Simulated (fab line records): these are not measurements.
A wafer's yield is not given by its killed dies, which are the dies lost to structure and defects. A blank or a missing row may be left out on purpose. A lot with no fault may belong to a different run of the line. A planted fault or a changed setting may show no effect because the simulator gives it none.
Which tool is to blame? / flow n5_finfet / Sampling: 11 lots, 31 wafers, 5 of 1938 route steps

## WHAT THE GAUGES SHOWED, per wafer
N5_BEOL_M4_OCD_MEAS_38.
lot=L168; measured=day 8 09:09; on=ocd-02; trench_depth_nm (nm)=56.2 56.4 57.6
lot=L169; measured=day 8 19:40; on=ocd-02; trench_depth_nm (nm)=56.8 56.0 56.8
lot=L172; measured=day 9 13:46; on=ocd-02; trench_depth_nm (nm)=56.5 55.5 55.9
lot=L173; measured=day 9 14:14; on=ocd-02; trench_depth_nm (nm)=57.8 56.5 54.3
lot=L174; measured=day 9 14:21; on=ocd-02; trench_depth_nm (nm)=56.3 56.5 56.5
lot=L175; measured=day 10 07:48; on=ocd-01; trench_depth_nm (nm)=56.5 56.1 56.5
lot=L179; measured=day 11 10:44; on=ocd-02; trench_depth_nm (nm)=54.6 56.4 57.7
lot=L181; measured=day 11 16:55; on=ocd-02; trench_depth_nm (nm)=56.7 54.5 56.8
lot=L188; measured=day 14 16:11; on=ocd-02; trench_depth_nm (nm)=57.2 53.9
lot=L187; measured=day 14 16:14; on=ocd-01; trench_depth_nm (nm)=55.1 56.9 54.4
lot=L189; measured=day 14 19:35; on=ocd-02; trench_depth_nm (nm)=55.6 54.7

N5_BEOL_M4_RC_MEAS_101.
lot=L168; measured=day 8 14:06; on=prober-01; DIBL_N (mV/V)=38.8 37.1 38.4; DIBL_P (mV/V)=39.0 37.3 38.6; IOFF_N (nA/um)=0.22 0.19 0.21; IOFF_P (nA/um)=0.26 0.22 0.25; ION_N (uA/um)=688 686 702; ION_P (uA/um)=462 463 467; SS_N (mV/dec)=72.4 72.2 72.2; SS_P (mV/dec)=73.5 73.2 73.4; VT_N (mV)=248 247 245; VT_P (mV)=-249 -251 -248
lot=L169; measured=day 9 01:14; on=prober-01; DIBL_N (mV/V)=39.2 38.1 39.9; DIBL_P (mV/V)=39.5 37.7 41.7; IOFF_N (nA/um)=0.23 0.19 0.27; IOFF_P (nA/um)=0.27 0.23 0.32; ION_N (uA/um)=705 689 712; ION_P (uA/um)=473 468 482; SS_N (mV/dec)=71.8 72.9 72.1; SS_P (mV/dec)=74.0 73.8 74.1; VT_N (mV)=243 248 242; VT_P (mV)=-247 -252 -243
lot=L172; measured=day 9 18:03; on=prober-02; DIBL_N (mV/V)=34.4 35.4 35.9; DIBL_P (mV/V)=33.7 35.4 35.8; IOFF_N (nA/um)=0.13 0.14 0.15; IOFF_P (nA/um)=0.19 0.21 0.22; ION_N (uA/um)=676 668 673; ION_P (uA/um)=468 460 464; SS_N (mV/dec)=71.2 71.7 71.1; SS_P (mV/dec)=73.0 72.4 73.9; VT_N (mV)=254 252 248; VT_P (mV)=-252 -248 -246
lot=L173; measured=day 9 18:40; on=prober-01; DIBL_N (mV/V)=35.8 37.4 35.7; DIBL_P (mV/V)=37.3 38.3 36.9; IOFF_N (nA/um)=0.16 0.17 0.15; IOFF_P (nA/um)=0.21 0.22 0.19; ION_N (uA/um)=681 670 680; ION_P (uA/um)=466 460 468; SS_N (mV/dec)=70.9 71.6 71.0; SS_P (mV/dec)=72.9 73.8 73.2; VT_N (mV)=252 250 251; VT_P (mV)=-251 -252 -253
lot=L174; measured=day 9 19:36; on=prober-01; DIBL_N (mV/V)=34.2 36.8 38.3; DIBL_P (mV/V)=34.9 37.7 39.7; IOFF_N (nA/um)=0.13 0.17 0.22; IOFF_P (nA/um)=0.18 0.24 0.27; ION_N (uA/um)=669 677 696; ION_P (uA/um)=460 465 475; SS_N (mV/dec)=71.1 71.3 72.6; SS_P (mV/dec)=72.9 73.5 73.5; VT_N (mV)=252 246 242; VT_P (mV)=-253 -247 -247
lot=L175; measured=day 10 12:20; on=prober-02; DIBL_N (mV/V)=35.3 33.3 36.0; DIBL_P (mV/V)=36.0 34.3 36.6; IOFF_N (nA/um)=0.16 0.13 0.18; IOFF_P (nA/um)=0.26 0.22 0.28; ION_N (uA/um)=686 670 686; ION_P (uA/um)=475 473 477; SS_N (mV/dec)=72.0 70.9 71.9; SS_P (mV/dec)=73.8 73.4 73.5; VT_N (mV)=249 250 249; VT_P (mV)=-244 -246 -240
lot=L179; measured=day 11 14:58; on=prober-02; DIBL_N (mV/V)=40.0 37.1 36.7; DIBL_P (mV/V)=39.4 37.3 37.1; IOFF_N (nA/um)=0.23 0.16 0.18; IOFF_P (nA/um)=0.28 0.25 0.24; ION_N (uA/um)=675 670 676; ION_P (uA/um)=465 464 463; SS_N (mV/dec)=73.4 72.4 72.5; SS_P (mV/dec)=73.5 72.5 73.6; VT_N (mV)=246 252 247; VT_P (mV)=-245 -247 -246
lot=L181; measured=day 11 21:05; on=prober-02; DIBL_N (mV/V)=38.8 36.3 38.8; DIBL_P (mV/V)=39.7 36.9 39.1; IOFF_N (nA/um)=0.18 0.14 0.19; IOFF_P (nA/um)=0.22 0.18 0.21; ION_N (uA/um)=674 662 680; ION_P (uA/um)=452 447 457; SS_N (mV/dec)=71.9 71.5 72.1; SS_P (mV/dec)=74.1 73.4 73.1; VT_N (mV)=250 252 248; VT_P (mV)=-254 -256 -252
lot=L188; measured=day 14 20:22; on=prober-01; DIBL_N (mV/V)=33.0 34.9; DIBL_P (mV/V)=34.6 36.7; IOFF_N (nA/um)=0.12 0.14; IOFF_P (nA/um)=0.19 0.23; ION_N (uA/um)=675 666; ION_P (uA/um)=472 466; SS_N (mV/dec)=70.5 71.6; SS_P (mV/dec)=72.3 72.7; VT_N (mV)=250 252; VT_P (mV)=-252 -248
lot=L187; measured=day 14 21:18; on=prober-02; DIBL_N (mV/V)=35.5 36.6 38.1; DIBL_P (mV/V)=36.1 37.3 39.4; IOFF_N (nA/um)=0.15 0.17 0.23; IOFF_P (nA/um)=0.19 0.22 0.26; ION_N (uA/um)=678 667 704; ION_P (uA/um)=459 457 473; SS_N (mV/dec)=71.7 71.9 72.0; SS_P (mV/dec)=73.9 74.1 74.4; VT_N (mV)=251 248 242; VT_P (mV)=-252 -249 -248
lot=L189; measured=day 15 00:02; on=prober-02; DIBL_N (mV/V)=37.5 38.1; DIBL_P (mV/V)=36.9 37.8; IOFF_N (nA/um)=0.18 0.20; IOFF_P (nA/um)=0.25 0.27; ION_N (uA/um)=675 677; ION_P (uA/um)=466 463; SS_N (mV/dec)=72.0 72.2; SS_P (mV/dec)=73.6 74.2; VT_N (mV)=251 248; VT_P (mV)=-249 -245

## EACH LOT AND THE TOOL THAT RAN IT (in order: tool; ch and the chambers of the sampled wafers; start)
lot=L168; N5_BEOL_M4_SURFACE_TREAT_85=pvd_sputter-01, day 8 10:26; N5_BEOL_M4_SPUTTER_79=pvd_sputter-02, day 8 11:19; N5_BEOL_M4_SPUTTER_81=pvd_sputter-02, day 8 11:32
lot=L169; N5_BEOL_M4_SURFACE_TREAT_85=pvd_sputter-01, day 8 21:54; N5_BEOL_M4_SPUTTER_79=pvd_sputter-01, day 8 22:36; N5_BEOL_M4_SPUTTER_81=pvd_sputter-01, day 8 22:49
lot=L172; N5_BEOL_M4_SURFACE_TREAT_85=pvd_sputter-02, day 9 14:34; N5_BEOL_M4_SPUTTER_79=pvd_sputter-02, day 9 15:06; N5_BEOL_M4_SPUTTER_81=pvd_sputter-02, day 9 15:19
lot=L173; N5_BEOL_M4_SURFACE_TREAT_85=pvd_sputter-01, day 9 15:17; N5_BEOL_M4_SPUTTER_79=pvd_sputter-01, day 9 15:52; N5_BEOL_M4_SPUTTER_81=pvd_sputter-01, day 9 16:05
lot=L174; N5_BEOL_M4_SURFACE_TREAT_85=pvd_sputter-01, day 9 15:20; N5_BEOL_M4_SPUTTER_79=pvd_sputter-02, day 9 16:56; N5_BEOL_M4_SPUTTER_81=pvd_sputter-02, day 9 17:10
lot=L175; N5_BEOL_M4_SURFACE_TREAT_85=pvd_sputter-02, day 10 08:55; N5_BEOL_M4_SPUTTER_79=pvd_sputter-03, day 10 09:23; N5_BEOL_M4_SPUTTER_81=pvd_sputter-03, day 10 09:36
lot=L179; N5_BEOL_M4_SURFACE_TREAT_85=pvd_sputter-02, day 11 11:21; N5_BEOL_M4_SPUTTER_79=pvd_sputter-02, day 11 11:47; N5_BEOL_M4_SPUTTER_81=pvd_sputter-02, day 11 12:01
lot=L181; N5_BEOL_M4_SURFACE_TREAT_85=pvd_sputter-01, day 11 17:58; N5_BEOL_M4_SPUTTER_79=pvd_sputter-02, day 11 18:26; N5_BEOL_M4_SPUTTER_81=pvd_sputter-02, day 11 18:40
lot=L188; N5_BEOL_M4_SURFACE_TREAT_85=pvd_sputter-02, day 14 17:08; N5_BEOL_M4_SPUTTER_79=pvd_sputter-02, day 14 17:41; N5_BEOL_M4_SPUTTER_81=pvd_sputter-02, day 14 17:54
lot=L187; N5_BEOL_M4_SURFACE_TREAT_85=pvd_sputter-02, day 14 17:17; N5_BEOL_M4_SPUTTER_79=pvd_sputter-03, day 14 17:59; N5_BEOL_M4_SPUTTER_81=pvd_sputter-03, day 14 18:12
lot=L189; N5_BEOL_M4_SURFACE_TREAT_85=pvd_sputter-01, day 14 20:27; N5_BEOL_M4_SPUTTER_79=pvd_sputter-01, day 14 20:58; N5_BEOL_M4_SPUTTER_81=pvd_sputter-01, day 14 21:11
- N5_BEOL_M4_SURFACE_TREAT_85
- N5_BEOL_M4_SPUTTER_79: material Cu, target thk 4.5 nm, time 8.29 s.
- N5_BEOL_M4_SPUTTER_81: material Cu, target thk 4.5 nm, time 8.29 s.

## WHAT THE TOOLS THEMSELVES READ (means of the sampled wafers that have a number; where no wafer has one, the mark that the record gives instead)
N5_BEOL_M4_SPUTTER_79.
lot=L168; tool=pvd_sputter-02; chamber_pressure_pa (Pa)=0.07000; throttle_valve_pct (%)=29.1
lot=L169; tool=pvd_sputter-01; chamber_pressure_pa (Pa)=0.07005; throttle_valve_pct (%)=31.3
lot=L172; tool=pvd_sputter-02; chamber_pressure_pa (Pa)=0.07016; throttle_valve_pct (%)=29.1
lot=L173; tool=pvd_sputter-01; chamber_pressure_pa (Pa)=0.06985; throttle_valve_pct (%)=30.6
lot=L174; tool=pvd_sputter-02; chamber_pressure_pa (Pa)=0.07010; throttle_valve_pct (%)=29.2
lot=L175; tool=pvd_sputter-03; chamber_pressure_pa (Pa)=0.07003; throttle_valve_pct (%)=31.0
lot=L179; tool=pvd_sputter-02; chamber_pressure_pa (Pa)=0.08166; throttle_valve_pct (%)=27.0
lot=L181; tool=pvd_sputter-02; chamber_pressure_pa (Pa)=0.08189; throttle_valve_pct (%)=26.9
lot=L188; tool=pvd_sputter-02; chamber_pressure_pa (Pa)=0.06996; throttle_valve_pct (%)=28.9
lot=L187; tool=pvd_sputter-03; chamber_pressure_pa (Pa)=0.07002; throttle_valve_pct (%)=31.2
lot=L189; tool=pvd_sputter-01; chamber_pressure_pa (Pa)=0.07001; throttle_valve_pct (%)=30.6

N5_BEOL_M4_SPUTTER_81.
lot=L168; tool=pvd_sputter-02; chamber_pressure_pa (Pa)=0.06998; throttle_valve_pct (%)=29.2
lot=L169; tool=pvd_sputter-01; chamber_pressure_pa (Pa)=0.06990; throttle_valve_pct (%)=31.2
lot=L172; tool=pvd_sputter-02; chamber_pressure_pa (Pa)=0.07011; throttle_valve_pct (%)=29.0
lot=L173; tool=pvd_sputter-01; chamber_pressure_pa (Pa)=0.07013; throttle_valve_pct (%)=30.9
lot=L174; tool=pvd_sputter-02; chamber_pressure_pa (Pa)=0.06990; throttle_valve_pct (%)=29.0
lot=L175; tool=pvd_sputter-03; chamber_pressure_pa (Pa)=0.06991; throttle_valve_pct (%)=30.8
lot=L179; tool=pvd_sputter-02; chamber_pressure_pa (Pa)=0.06987; throttle_valve_pct (%)=29.4
lot=L181; tool=pvd_sputter-02; chamber_pressure_pa (Pa)=0.07007; throttle_valve_pct (%)=29.3
lot=L188; tool=pvd_sputter-02; chamber_pressure_pa (Pa)=0.07000; throttle_valve_pct (%)=29.0
lot=L187; tool=pvd_sputter-03; chamber_pressure_pa (Pa)=0.06998; throttle_valve_pct (%)=30.9
lot=L189; tool=pvd_sputter-01; chamber_pressure_pa (Pa)=0.06992; throttle_valve_pct (%)=30.5

## THE ANSWER, worked out from the rows above alone
Rule: the usual values come from the lots themselves. The widest of any qualifying gaps counts: lots, ordered by their means at a reading, are off when they make up no more than a third of the lots, leave a main group of 4 or more, and stand apart from it by 3 or more times the standard deviation of that group's means. Not used: any main group whose means are identical at the precision the tables above print for the reading. A lot without any number at a reading at which 4 lots or more have one is off too. The other lots that the step has rows for count as sound. First the gauges in route order, then the tools' own readings, where a lot's mean is used as printed above. At the first step where some lot is off, the reading lying furthest off is the one used; lots without a number count as furthest.
Off: L179, L181 (N5_BEOL_M4_SPUTTER_79, chamber_pressure_pa). Mean 0.07002 Pa and standard deviation 8.2e-05 in the main group.
A tool fits if, at that step or a process step before it, it ran every lot that is off, and no sound lot after the first of them. None of those tried fits.

## WHAT HAD BEEN PUT IN BY THE SIMULATOR
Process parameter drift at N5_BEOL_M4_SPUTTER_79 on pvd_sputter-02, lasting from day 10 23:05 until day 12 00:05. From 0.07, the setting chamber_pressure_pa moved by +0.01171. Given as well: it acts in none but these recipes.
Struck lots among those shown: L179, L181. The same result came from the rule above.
